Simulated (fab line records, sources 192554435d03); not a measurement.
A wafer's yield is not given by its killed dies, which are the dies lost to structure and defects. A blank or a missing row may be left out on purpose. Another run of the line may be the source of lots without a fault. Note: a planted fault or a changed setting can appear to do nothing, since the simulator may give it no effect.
Chamber matching / flow n5_finfet / N5_ZERO_LAYER_DESCUM_16 on rie_diel-01 has 4 sister chambers
The step chemistry O2, time 7.9 s. 18 wafers are shown with their chamber, then 9 later ones without.

## EACH WAFER AND ITS CHAMBER
wafer=L077.1; chamber=3; showerhead_plenum_p_Torr (Torr)=2.09; drypump_motor_current_A (A)=5.4; throttle_valve_pct (%)=20.44
wafer=L077.5; chamber=2; showerhead_plenum_p_Torr (Torr)=2.14; drypump_motor_current_A (A)=5.7; throttle_valve_pct (%)=20.55
wafer=L077.6; chamber=3; showerhead_plenum_p_Torr (Torr)=2.09; drypump_motor_current_A (A)=5.4; throttle_valve_pct (%)=20.47
wafer=L081.2; chamber=3; showerhead_plenum_p_Torr (Torr)=2.08; drypump_motor_current_A (A)=5.4; throttle_valve_pct (%)=20.46
wafer=L081.4; chamber=0; showerhead_plenum_p_Torr (Torr)=2.11; drypump_motor_current_A (A)=6.4; throttle_valve_pct (%)=20.00
wafer=L081.5; chamber=3; showerhead_plenum_p_Torr (Torr)=2.08; drypump_motor_current_A (A)=5.4; throttle_valve_pct (%)=20.47
wafer=L083.3; chamber=2; showerhead_plenum_p_Torr (Torr)=2.14; drypump_motor_current_A (A)=5.7; throttle_valve_pct (%)=20.17
wafer=L083.5; chamber=0; showerhead_plenum_p_Torr (Torr)=2.11; drypump_motor_current_A (A)=6.5; throttle_valve_pct (%)=20.02
wafer=L083.6; chamber=3; showerhead_plenum_p_Torr (Torr)=2.08; drypump_motor_current_A (A)=5.4; throttle_valve_pct (%)=20.47
wafer=L085.3; chamber=3; showerhead_plenum_p_Torr (Torr)=2.08; drypump_motor_current_A (A)=5.4; throttle_valve_pct (%)=20.46
wafer=L085.4; chamber=0; showerhead_plenum_p_Torr (Torr)=2.11; drypump_motor_current_A (A)=6.5; throttle_valve_pct (%)=20.02
wafer=L085.5; chamber=3; showerhead_plenum_p_Torr (Torr)=2.08; drypump_motor_current_A (A)=5.4; throttle_valve_pct (%)=20.46
wafer=L086.3; chamber=0; showerhead_plenum_p_Torr (Torr)=2.11; drypump_motor_current_A (A)=6.4; throttle_valve_pct (%)=20.03
wafer=L086.4; chamber=0; showerhead_plenum_p_Torr (Torr)=2.11; drypump_motor_current_A (A)=6.4; throttle_valve_pct (%)=20.01
wafer=L086.6; chamber=3; showerhead_plenum_p_Torr (Torr)=2.08; drypump_motor_current_A (A)=5.3; throttle_valve_pct (%)=20.48
wafer=L090.3; chamber=3; showerhead_plenum_p_Torr (Torr)=2.08; drypump_motor_current_A (A)=5.4; throttle_valve_pct (%)=20.49
wafer=L090.4; chamber=2; showerhead_plenum_p_Torr (Torr)=2.13; drypump_motor_current_A (A)=5.7; throttle_valve_pct (%)=20.20
wafer=L090.6; chamber=1; showerhead_plenum_p_Torr (Torr)=2.24; drypump_motor_current_A (A)=5.7; throttle_valve_pct (%)=19.92

SIGNATURES, as means of the wafers listed above
reading=showerhead_plenum_p_Torr; chamber 0=2.1100; chamber 1=2.2400; chamber 2=2.1367; chamber 3=2.0822; scatter within a chamber=0.00398
reading=drypump_motor_current_A; chamber 0=6.440; chamber 1=5.700; chamber 2=5.700; chamber 3=5.389; scatter within a chamber=0.0386
reading=throttle_valve_pct; chamber 0=20.0160; chamber 1=19.9200; chamber 2=20.3067; chamber 3=20.4667; scatter within a chamber=0.0808
Rule: for each reading, subtract the chamber's mean from the wafer's reading, divide by that reading's scatter and square the result; add these up over the readings and take the root, which gives the wafer's distance from the chamber. The wafer belongs to the nearest chamber; if the next one is less than 2 further off, it can't be placed. The scatter: take each reading less its chamber's mean, square it, sum over the shown wafers, divide by the number of wafers less the number of chambers, and take the root.

## WAFERS WITHOUT THEIR CHAMBER
wafer=L091.2; showerhead_plenum_p_Torr (Torr)=2.13; drypump_motor_current_A (A)=5.8; throttle_valve_pct (%)=20.20
wafer=L091.4; showerhead_plenum_p_Torr (Torr)=2.08; drypump_motor_current_A (A)=5.4; throttle_valve_pct (%)=20.50
wafer=L091.6; showerhead_plenum_p_Torr (Torr)=2.08; drypump_motor_current_A (A)=5.4; throttle_valve_pct (%)=20.50
wafer=L093.1; showerhead_plenum_p_Torr (Torr)=2.24; drypump_motor_current_A (A)=5.7; throttle_valve_pct (%)=19.94
wafer=L093.5; showerhead_plenum_p_Torr (Torr)=2.08; drypump_motor_current_A (A)=5.4; throttle_valve_pct (%)=20.51
wafer=L093.6; showerhead_plenum_p_Torr (Torr)=2.10; drypump_motor_current_A (A)=6.5; throttle_valve_pct (%)=20.04
wafer=L096.1; showerhead_plenum_p_Torr (Torr)=2.24; drypump_motor_current_A (A)=5.7; throttle_valve_pct (%)=19.93
wafer=L096.3; showerhead_plenum_p_Torr (Torr)=2.10; drypump_motor_current_A (A)=6.4; throttle_valve_pct (%)=20.05
wafer=L096.5; showerhead_plenum_p_Torr (Torr)=2.24; drypump_motor_current_A (A)=5.8; throttle_valve_pct (%)=19.93

## THE CHAMBER EACH PASSED THROUGH
wafer=L091.2; from the rows above=2; in truth=2
wafer=L091.4; from the rows above=3; in truth=3
wafer=L091.6; from the rows above=3; in truth=3
wafer=L093.1; from the rows above=1; in truth=1
wafer=L093.5; from the rows above=3; in truth=3
wafer=L093.6; from the rows above=0; in truth=0
wafer=L096.1; from the rows above=1; in truth=1
wafer=L096.3; from the rows above=0; in truth=0
wafer=L096.5; from the rows above=1; in truth=1
Placed correctly: 9 of 9. Can't be placed from these rows: 0. Number placed wrongly: 0.
